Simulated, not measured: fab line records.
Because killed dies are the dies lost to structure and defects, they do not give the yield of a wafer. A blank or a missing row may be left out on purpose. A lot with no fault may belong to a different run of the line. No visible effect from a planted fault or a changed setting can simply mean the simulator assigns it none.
fab line records ; flow nand-harc
record lots=12; wafers=36; last-day=33
route steps=1302 shown P_CONTACT@236 A_BONDPAD@1204 END@1302
lots that met no fault: taken from a fault-free run of the same line
start-h: hours from the record's first day to the start of the lot's first wafer shown ; wait-h: time in hours since the lot's previous step ; " same as the row above ; L1.1+2: a row that stands for several wafers ; - no value present, or no start provided ; * or withheld: withheld ; < > ~ a bound
route shown NAME@n: names a module that has steps shown in the file, with the first one's number in the route ; usual: mean/standard deviation taken from wafers without a fault ; same: alike in all rows ; chamber/n: place in a boat ; sites: each site's reading ; _std_site: how widely they spread, as a standard deviation ; _edge_site: outer sites' mean less inner sites' ; radius-mm: for every site, how far away it sits from the centre of the wafer ; mask NAME#n: copy n ; behind: tool/chamber where the wafer was last shaped ; hold: what put the lot on hold/how long, in hours/how the hold closed ; device: transistor that didn't switch, given as n, p or np ; end of line: tests run on the same wafers once the route is complete ; a step with no rows: only its recipe ; killed: count of dies lost to structure and defects at first sort (not the wafer's yield) ; map: a wafer's dies, x killed, . not, _ none there
set.NAME: setting as actually run; set.NAME@STEP: the setting as run at that earlier step ; model.NAME: the simulator's own value behind a step, which no gauge read
one table for each step of the route and one row for each wafer, over a sample of lots
services: a tool's chamber out of use, with start hour (start-h, from the record's first day; less than 0 if before it), hours out, and reason
## steps
# step NHARC_P_CONTACT_ETCH_35
# recipe target-depth-a=390; over-etch-frac=0.3; time-s=65; ion-energy-ev=80; cf4-flow-sccm=150; ar-flow-sccm=0; rf-w=300; bias-w=100; chemistry=CF4
# usual drypump-motor-current-A=5.7/0.41; oes-product-au=0.999/0.0092; rf-vpp-V=151.2/1.2; showerhead-plenum-p-Torr=1.76/0.07; throttle-valve-pct=13.284/0.0091
# same time-s=65
lot.wafer;tool;chamber;start-h;wait-h;drypump-motor-current-A;oes-product-au;rf-hours-counter-h;rf-vpp-V;showerhead-plenum-p-Torr;throttle-valve-pct
L422.2;rie-diel-10;2;116.04;0.1;5.7;1.005;1.2;153.0;1.85;13.291
L422.1;rie-diel-10;0;116.04;0.1;5.8;1.013;1.2;151.7;1.84;13.279
L422.5;rie-diel-10;2;116.04;0.1;5.7;1.005;-;150.7;1.85;13.285
L423.2;rie-diel-01;0;129.90;0.1;5.1;0.996;2.4;151.7;1.75;13.290
L423.3;rie-diel-01;3;129.90;0.1;5.4;1.015;2.5;151.8;1.71;13.283
L423.5;rie-diel-01;1;129.90;0.1;5.1;0.990;-;148.9;1.67;13.297
L425.3;rie-diel-01;2;149.29;0.1;5.7;0.996;3.4;150.8;1.80;13.278
L425.4;rie-diel-01;1;149.29;0.1;5.2;1.002;3.2;149.5;1.67;13.288
L425.5;rie-diel-01;2;149.29;0.1;5.7;0.996;-;151.9;1.80;13.284
L426.3;rie-diel-01;3;167.94;0.1;5.4;1.001;3.9;150.2;1.71;13.283
L426.2;rie-diel-01;0;167.94;0.1;5.1;1.002;3.7;150.9;1.75;13.282
L426.5;rie-diel-01;3;167.94;0.1;5.4;1.009;-;150.1;1.71;13.281
L428.4;rie-diel-07;3;185.45;0.2;6.2;0.990;2.7;151.5;1.67;13.293
L428.2;rie-diel-07;1;185.45;0.2;6.4;0.999;2.5;151.5;1.82;13.277
L428.6;rie-diel-07;0;185.45;0.2;5.8;1.002;-;151.9;1.85;13.293
L434.1;rie-diel-01;2;235.13;0.1;5.7;0.992;0.5;151.9;1.80;13.291
L434.2;rie-diel-01;3;235.13;0.1;5.4;1.011;0.4;150.9;1.71;13.275
L434.5;rie-diel-01;3;235.13;0.1;5.4;1.007;-;150.0;1.71;13.288
L435.4;rie-diel-07;0;242.39;0.1;5.8;1.004;5.7;151.8;1.85;13.287
L435.5;rie-diel-07;0;242.39;0.1;5.8;1.012;-;153.2;1.85;13.281
L435.6;rie-diel-07;1;242.39;0.1;6.4;1.007;-;152.1;1.82;13.291
L437.3;rie-diel-10;0;262.33;0.1;5.7;1.008;0.2;151.8;1.84;13.295
L437.1;rie-diel-10;1;262.33;0.1;5.2;0.999;0.1;149.6;1.71;13.273
L437.2;rie-diel-10;2;262.33;0.1;5.7;0.999;0.1;152.9;1.85;13.290
L436.2;rie-diel-01;2;262.58;0.1;5.7;0.983;1.4;151.2;1.80;13.293
L436.5;rie-diel-01;3;262.58;0.1;5.4;0.981;-;150.3;1.71;13.294
L436.6;rie-diel-01;0;262.58;0.1;5.1;0.988;-;150.1;1.75;13.295
L441.2;rie-diel-07;3;303.91;0.1;6.2;0.996;0.1;151.0;1.67;13.263
L441.1;rie-diel-07;2;303.91;0.1;5.8;1.010;0.1;149.7;1.71;13.280
L441.5;rie-diel-07;2;303.91;0.1;5.8;1.010;-;150.2;1.71;13.280
L443.2;rie-diel-01;1;330.82;0.1;5.1;1.006;2.7;150.7;1.67;13.297
L443.1;rie-diel-01;2;330.82;0.1;5.7;0.993;3.1;150.6;1.80;13.284
L443.5;rie-diel-01;3;330.82;0.1;5.3;1.003;-;150.5;1.71;13.282
L445.1;rie-diel-07;0;347.88;0.1;5.8;0.999;2.4;151.5;1.85;13.279
L445.3;rie-diel-07;1;347.88;0.1;6.4;0.995;1.7;152.0;1.82;13.285
L445.6;rie-diel-07;1;347.88;0.1;6.4;0.989;-;151.5;1.82;13.283
# step NHARC_A_BONDPAD_THK_MEAS_30
# recipe thk-meas-gauge=ellipsometry
# usual thk-nm=199.9/1.5
lot.wafer;tool;chamber;start-h;wait-h;thk-nm
L422.1;film-metro-01;-;546.77;0.2;201.4
L422.2;film-metro-01;-;546.77;0.2;198.3
L422.5;film-metro-01;-;546.77;0.2;198.1
L423.2;film-metro-01;-;547.45;0.2;198.9
L423.3;film-metro-01;-;547.45;0.2;197.0
L423.5;film-metro-01;-;547.45;0.2;197.9
L425.3;film-metro-02;-;558.96;0.2;201.1
L425.4;film-metro-02;-;558.96;0.2;199.4
L425.5;film-metro-02;-;558.96;0.2;202.3
L426.2;film-metro-01;-;593.15;0.2;200.1
L426.3;film-metro-01;-;593.15;0.2;200.1
L426.5;film-metro-01;-;593.15;0.2;199.0
L428.2;film-metro-02;-;607.04;0.2;199.9
L428.4;film-metro-02;-;607.04;0.2;200.5
L428.6;film-metro-02;-;607.04;0.2;200.8
L434.1;film-metro-02;-;628.61;0.1;198.5
L434.2;film-metro-02;-;628.61;0.1;198.9
L434.5;film-metro-02;-;628.61;0.1;199.3
L435.4;film-metro-02;-;650.10;0.2;199.4
L435.5;film-metro-02;-;650.10;0.2;200.2
L435.6;film-metro-02;-;650.10;0.2;200.3
L437.1;film-metro-01;-;682.46;0.2;196.5
L437.2;film-metro-01;-;682.46;0.2;197.9
L437.3;film-metro-01;-;682.46;0.2;200.7
L436.2;film-metro-02;-;682.59;0.2;199.7
L436.5;film-metro-02;-;682.59;0.2;199.4
L436.6;film-metro-02;-;682.59;0.2;199.7
L441.1;film-metro-02;-;733.38;0.1;202.4
L441.2;film-metro-02;-;733.38;0.1;202.2
L441.5;film-metro-02;-;733.38;0.1;200.9
L443.1;film-metro-01;-;736.67;0.2;200.9
L443.2;film-metro-01;-;736.67;0.2;202.0
L443.5;film-metro-01;-;736.67;0.2;200.4
L445.1;film-metro-02;-;751.32;0.2;197.5
L445.3;film-metro-02;-;751.32;0.2;200.8
L445.6;film-metro-02;-;751.32;0.2;198.4
# step NHARC_A_BONDPAD_ETCH_12
# recipe target-depth-a=2200; time-s=110; chf3-flow-sccm=50; o2-flow-sccm=10; ar-flow-sccm=200; rf-w=500; bias-w=200; chemistry=CHF3/O2
# usual drypump-motor-current-A=5.7/0.36; oes-product-au=0.944/0.022; rf-vpp-V=369.8/2.7; showerhead-plenum-p-Torr=2.37/0.12; throttle-valve-pct=20.572/0.0092
# same time-s=110
lot.wafer;tool;chamber;start-h;wait-h;drypump-motor-current-A;oes-product-au;rf-hours-counter-h;rf-vpp-V;showerhead-plenum-p-Torr;throttle-valve-pct
L422.2;rie-diel-09;0;-;-;5.3;0.918;6;373.3;2.53;20.572
L422.1;rie-diel-09;1;-;-;5.7;0.921;7;366.3;2.23;20.575
L422.5;rie-diel-09;0;-;-;5.3;0.937;-;373.8;2.53;20.579
L423.3;rie-diel-10;0;-;-;5.8;0.978;4;371.5;2.50;20.567
L423.2;rie-diel-10;3;-;-;6.3;0.949;4;367.5;2.31;20.568
L423.5;rie-diel-10;1;-;-;5.2;0.982;-;368.1;2.31;20.580
L425.4;rie-diel-09;0;-;-;5.3;0.934;9;374.2;2.53;20.568
L425.3;rie-diel-09;1;-;-;5.7;0.920;9;366.8;2.23;20.576
L425.5;rie-diel-09;0;-;-;5.3;0.930;-;374.4;2.53;20.580
L426.3;rie-diel-10;0;-;-;5.7;0.937;5;370.9;2.50;20.587
L426.2;rie-diel-10;2;-;-;5.7;0.920;4;373.8;2.51;20.573
L426.5;rie-diel-10;0;-;-;5.7;0.937;-;372.5;2.50;20.578
L428.2;rie-diel-10;3;-;-;6.3;0.964;0;370.3;2.31;20.564
L428.4;rie-diel-10;0;-;-;5.7;0.987;0;372.7;2.50;20.558
L428.6;rie-diel-10;3;-;-;6.3;0.966;-;369.3;2.31;20.570
L434.1;rie-diel-09;2;-;-;5.6;0.938;20;364.8;2.24;20.582
L434.2;rie-diel-09;1;-;-;5.6;0.918;26;365.6;2.22;20.570
L434.5;rie-diel-09;2;-;-;5.6;0.930;-;366.0;2.23;20.578
L435.4;rie-diel-10;2;-;-;5.7;0.949;-;372.6;2.50;20.577
L435.6;rie-diel-10;3;-;-;6.3;0.952;-;368.9;2.31;20.561
L435.5;rie-diel-10;1;-;-;5.2;0.958;-;366.5;2.31;20.574
L437.2;rie-diel-10;0;-;-;5.8;0.965;1;372.1;2.50;20.582
L437.1;rie-diel-10;1;-;-;5.2;0.955;2;368.9;2.31;20.578
L437.3;rie-diel-10;3;-;-;6.3;0.954;2;369.7;2.31;20.574
L436.2;rie-diel-09;2;-;-;5.6;0.960;0;366.9;2.23;20.577
L436.6;rie-diel-09;3;-;-;6.2;0.936;-;367.4;2.24;20.568
L436.5;rie-diel-09;0;-;-;5.3;0.952;-;372.9;2.52;20.564
L441.1;rie-diel-10;1;-;-;5.2;0.950;3;369.3;2.31;20.573
L441.2;rie-diel-10;2;-;-;5.7;0.933;3;373.7;2.50;20.562
L441.5;rie-diel-10;0;-;-;5.7;0.952;-;371.8;2.50;20.592
L443.2;rie-diel-10;1;-;-;5.2;0.954;4;368.9;2.31;20.572
L443.1;rie-diel-10;2;-;-;5.7;0.960;3;371.4;2.50;20.579
L443.5;rie-diel-10;0;-;-;5.7;0.956;-;372.2;2.50;20.569
L445.1;rie-diel-09;0;-;-;5.3;0.969;12;373.4;2.52;20.580
L445.3;rie-diel-09;2;-;-;5.6;0.973;14;365.9;2.23;20.569
L445.6;rie-diel-09;0;-;-;5.3;0.970;-;373.2;2.52;20.583
# step NHARC_A_BONDPAD_PVD_27
# recipe target-thk-a=300; chamber-pressure-pa=5; power-w=5000; substrate-temp-c=30; time-s=20.49; material=Cu
# usual throttle-valve-pct=30.0/1.1
# same time-s=20.49
lot.wafer;tool;chamber;start-h;wait-h;throttle-valve-pct
L422.1;pvd-sputter-02;-;-;-;29.6
L422.2;pvd-sputter-02;-;-;-;29.9
L422.5;pvd-sputter-02;-;-;-;29.4
L423.2;pvd-sputter-03;-;-;-;29.1
L423.3;pvd-sputter-03;-;-;-;32.1
L423.5;pvd-sputter-03;-;-;-;27.9
L425.3;pvd-sputter-03;-;-;-;32.1
L425.4;pvd-sputter-03;-;-;-;28.9
L425.5;pvd-sputter-03;-;-;-;32.0
L426.2;pvd-sputter-01;-;-;-;30.7
L426.3;pvd-sputter-01;-;-;-;30.3
L426.5;pvd-sputter-01;-;-;-;30.7
L428.4;pvd-sputter-02;-;-;-;30.0
L428.2;pvd-sputter-02;-;-;-;29.8
L428.6;pvd-sputter-02;-;-;-;30.0
L434.1;pvd-sputter-01;-;-;-;30.6
L434.2;pvd-sputter-01;-;-;-;30.2
L434.5;pvd-sputter-01;-;-;-;30.1
L435.4;pvd-sputter-03;-;-;-;28.1
L435.6;pvd-sputter-03;-;-;-;28.2
L435.5;pvd-sputter-03;-;-;-;28.1
L437.2;pvd-sputter-03;-;-;-;28.1
L437.1;pvd-sputter-03;-;-;-;28.1
L437.3;pvd-sputter-03;-;-;-;29.3
L436.2;pvd-sputter-02;-;-;-;30.4
L436.5;pvd-sputter-02;-;-;-;30.2
L436.6;pvd-sputter-02;-;-;-;29.5
L441.2;pvd-sputter-01;-;-;-;30.8
L441.1;pvd-sputter-01;-;-;-;29.8
L441.5;pvd-sputter-01;-;-;-;30.7
L443.1;pvd-sputter-02;-;-;-;30.2
L443.2;pvd-sputter-02;-;-;-;29.8
L443.5;pvd-sputter-02;-;-;-;30.1
L445.1;pvd-sputter-01;-;-;-;30.3
L445.3;pvd-sputter-01;-;-;-;29.8
L445.6;pvd-sputter-01;-;-;-;30.4
# step NHARC_END_SORT_01
# recipe temp-c=25
# usual killed-at-array=53/19; killed-at-other=0.8/1.2; killed-at-periphery=3.7/2.3; killed-dies=57/19; killed-open=3.2/1.7; killed-short=2.6/1.8
# same gross-dies=677
lot.wafer;tool;chamber;start-h;wait-h;killed-at-array;killed-at-other;killed-at-periphery;killed-dies;killed-open;killed-short
L434.1;prober-02;0;662.24;2.5;66;1;33;100;3;6
L434.2;prober-02;0;663.03;2.8;59;2;28;89;3;3
L434.5;prober-02;0;665.42;3.7;41;2;27;70;3;3
L436.2;prober-01;0;725.23;2.8;31;0;34;65;2;0
L436.5;prober-01;0;727.61;3.7;21;0;30;51;3;1
L436.6;prober-01;0;728.40;4.0;20;0;78;98;3;2
# killed by level:class
L434.1 A_SLIT:chamber-film-flake=34 P_CONTACT:unspecified=30 A_CHANNEL_HOLE_D1:chamber-film-flake=17 A_CHANNEL_HOLE_D2:chamber-film-flake=2 A_CONTACT:chamber-film-flake=2 P_STI:geometric-particle:open=1 P_CONTACT:geometric-particle:open=1 P_M0:geometric-particle:open=1
L434.2 A_CHANNEL_HOLE_D1:chamber-film-flake=35 P_CONTACT:unspecified=27 A_SLIT:chamber-film-flake=8 A_DECK1_JOINT:chamber-film-flake=3 A_CONTACT:chamber-film-flake=3 A_ONON_D2:geometric-particle:open=2 A_WL_FILL:geometric-particle:short=2 A_ZERO_WELL:chamber-film-flake=2
L434.5 P_CONTACT:unspecified=24 A_CHANNEL_HOLE_D1:chamber-film-flake=15 A_SLIT:chamber-film-flake=11 A_CONTACT:chamber-film-flake=5 A_DECK1_JOINT:geometric-particle:open=3 THIN_TSV:chamber-film-flake=2 A_CHANNEL_HOLE_D2:geometric-particle:short=1 A_CHANNEL_FILL_D2:geometric-particle:short=1
L436.2 P_CONTACT:unspecified=32 A_CONTACT:chamber-film-flake=9 A_CHANNEL_HOLE_D1:chamber-film-flake=7 A_SLIT:chamber-film-flake=4 A_WL_FILL:chamber-film-flake=4 A_STAIRCASE:chamber-film-flake=2 A_DECK1_JOINT:geometric-particle:open=1 A_M0:geometric-particle:open=1
L436.5 P_CONTACT:unspecified=27 A_CONTACT:chamber-film-flake=8 A_SLIT:chamber-film-flake=5 P_M0:chamber-film-flake=2 A_STAIRCASE:chamber-film-flake=2 P_M0:geometric-particle:open=1 A_ONON_D2:geometric-particle:short=1 A_STAIRCASE:geometric-particle:open=1
L436.6 P_CONTACT:unspecified=75 A_CHANNEL_HOLE_D1:chamber-film-flake=5 A_SLIT:chamber-film-flake=5 P_STI:chamber-film-flake=2 A_STAIRCASE:chamber-film-flake=2 A_CONTACT:chamber-film-flake=2 P_M0:geometric-particle:open=1 A_ONON_D1:geometric-particle:open=1
## services
tool;chamber;start-h;hours;kind
rie-diel-01;2;149.37;35.2;repair
rie-diel-01;-;203.80;9.0;pm
rie-diel-10;-;242.54;9.0;pm
rie-diel-10;1;326.92;8.7;repair
rie-diel-01;0;328.31;10.0;repair
rie-diel-01;1;334.30;5.2;repair
rie-diel-01;0;354.52;5.8;repair
rie-diel-10;2;375.63;15.9;repair
rie-diel-01;-;380.80;9.0;pm
rie-diel-10;-;419.54;9.0;pm
rie-diel-10;2;433.03;10.8;repair
rie-diel-10;0;473.90;1.8;repair
rie-diel-01;-;486.97;0.3;repair
rie-diel-10;3;524.76;7.6;repair
rie-diel-01;-;557.80;9.0;pm
rie-diel-10;0;594.28;3.0;repair
rie-diel-10;-;596.54;9.0;pm
rie-diel-10;0;647.15;11.7;repair
rie-diel-01;1;675.91;8.1;repair
rie-diel-10;2;682.69;5.3;repair
rie-diel-01;-;690.93;0.9;repair
rie-diel-10;1;699.07;1.6;repair
rie-diel-01;3;701.43;5.7;repair
rie-diel-01;-;734.87;9.0;pm
## key
first-sign step=NHARC_END_SORT_01; reading=killed-at-periphery; direction=up; sigmas=15; usual=3.7; struck=38.3
more-kills-born-at NHARC_P_CONTACT_ETCH_35@rie-diel-01=215
met-at NHARC_P_CONTACT_ETCH_35
struck-lots L434,L436
tester-left-out L434,L436
not-acting-at NHARC_A_BONDPAD_THK_MEAS_30,NHARC_A_BONDPAD_ETCH_12,NHARC_A_BONDPAD_PVD_27
onset-between 167.94 235.13
fault kind=chamber-particle-source; tool=rie-diel-01; chamber=-; onset-h=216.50; steps=NHARC_P_CONTACT_ETCH_35; rate-per-visit-cm2=0.5095; end-h=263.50
# tester-left-out: of these lots the tester's yield and bins aren't shown, on N5 and GAA mostly nor the transistor test; their killed dies are dies lost to structure and defects alone, not to doping, threshold or leakage, so they don't give the yield
